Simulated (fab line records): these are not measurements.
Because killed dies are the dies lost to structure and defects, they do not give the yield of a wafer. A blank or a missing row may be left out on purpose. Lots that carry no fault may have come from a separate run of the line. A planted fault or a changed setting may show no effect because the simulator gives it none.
Matching of chambers + flow nand harc + NHARC_A_CHANNEL_FILL_D2_ALD_14 on ald hk-02 has 4 sister chambers
The step deposits SiO2, target thk 2.5 nm, pulse time 10 s, ald cycles 25. 4 wafers are shown with their chamber, then 7 later ones without.

## WAFERS, EACH WITH ITS CHAMBER
| wafer  | chamber | heater power w (W) |
|--------|---------|--------------------|
| L077.4 | 2       | 511                |
| L081.1 | 1       | 458                |
| L082.1 | 3       | 382                |
| L082.4 | 0       | 455                |

## WAFERS MISSING THEIR CHAMBER
| wafer  | heater power w (W) |
|--------|--------------------|
| L082.6 | 456                |
| L091.1 | 491                |
| L091.2 | 457                |
| L091.6 | 450                |
| L097.3 | 462                |
| L097.4 | 451                |
| L097.6 | 397                |

## WHICH CHAMBER EACH ONE RAN IN
| wafer  | from the rows above          | in truth |
|--------|------------------------------|----------|
| L082.6 | can't be placed: 0 or 1      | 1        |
| L091.1 | can't be placed: 2 or 1 or 0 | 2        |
| L091.2 | can't be placed: 1 or 0      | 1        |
| L091.6 | can't be placed: 0 or 1      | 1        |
| L097.3 | can't be placed: 1 or 0      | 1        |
| L097.4 | can't be placed: 0 or 1      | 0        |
| L097.6 | 3                            | 3        |
Placed correctly: 1 of 7. Unplaceable from these rows: 6, with the true chamber sitting among the candidates in 6. 0 placed wrongly.
How it was worked out, from the rows above alone: a wafer's distance from a chamber is the root of the sum, over the readings, of the square of ((its reading less the chamber's mean) divided by the reading's scatter). The wafer belongs to the nearest chamber; if the next one is less than 2 further off, it can't be placed. The mean given for a chamber averages the wafers shown for that chamber. The scatter: with one shown wafer a chamber, the root of the mean of the squares of how far each hidden wafer lies from its nearest shown one.
